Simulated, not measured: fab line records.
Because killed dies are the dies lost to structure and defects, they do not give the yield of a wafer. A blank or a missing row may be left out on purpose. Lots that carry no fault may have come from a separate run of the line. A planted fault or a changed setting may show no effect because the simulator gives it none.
Chamber matching | flow nand_harc | NHARC_A_STAIRCASE_ETCH_15 on rie_diel-04 has 4 sister chambers
The step etches the open film in C4F8/O2, target depth 100 nm, time 40.5 s. 16 wafers are shown with their chamber, then 8 later ones without.

EACH WAFER AND ITS CHAMBER
wafer  | chamber | rf_vpp_V (V) | oes_product_au (a.u.)
L810.3 | 3       | 889          | 0.944
L810.5 | 0       | 885          | 0.933
L810.6 | 1       | 905          | 0.940
L811.3 | 0       | 905          | 0.933
L811.5 | 1       | 904          | 0.936
L811.6 | 0       | 905          | 0.932
L812.2 | 3       | 889          | 0.937
L812.3 | 2       | 896          | 0.944
L812.5 | 3       | 889          | 0.954
L816.1 | 1       | 904          | 0.937
L816.2 | 3       | 887          | 0.937
L816.3 | 0       | 903          | 0.947
L823.3 | 2       | 893          | 0.938
L823.4 | 1       | 904          | 0.926
L823.6 | 1       | 904          | 0.926
L825.1 | 3       | 888          | 0.964

SIGNATURES (averages over the wafers above)
reading        | chamber 0 | chamber 1 | chamber 2 | chamber 3 | scatter within a chamber
rf_vpp_V       | 899.50    | 904.20    | 894.50    | 888.40    | 4.93
oes_product_au | 0.93625   | 0.93300   | 0.94100   | 0.94720   | 0.00862
Rule: distance of a wafer from a chamber = root of the sum over the readings of ((wafer's reading minus chamber's mean) / reading's scatter) squared. The wafer belongs to the nearest chamber; if the next one is less than 2 further off, it can't be placed. The scatter: the root of (the sum of the squares of (reading less its chamber's mean) over the shown wafers, divided by (wafers less chambers)).

WAFERS WITH NO CHAMBER GIVEN
wafer  | rf_vpp_V (V) | oes_product_au (a.u.)
L825.2 | 905          | 0.946
L825.3 | 904          | 0.945
L831.1 | 906          | 0.926
L831.3 | 905          | 0.928
L831.4 | 906          | 0.927
L832.2 | 904          | 0.929
L832.5 | 903          | 0.929
L832.6 | 896          | 0.948

EACH ONE'S CHAMBER
wafer  | from the rows above               | in truth
L825.2 | can't be placed: 1 or 0 or 2 or 3 | 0
L825.3 | can't be placed: 0 or 1 or 2 or 3 | 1
L831.1 | can't be placed: 1 or 0           | 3
L831.3 | can't be placed: 1 or 0           | 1
L831.4 | can't be placed: 1 or 0           | 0
L832.2 | can't be placed: 1 or 0 or 2      | 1
L832.5 | can't be placed: 1 or 0 or 2      | 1
L832.6 | can't be placed: 2 or 0 or 3 or 1 | 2
Placed correctly: 0 of 8. Unplaceable from these rows: 8, with the true chamber sitting among the candidates in 7. Placed wrongly: 0.
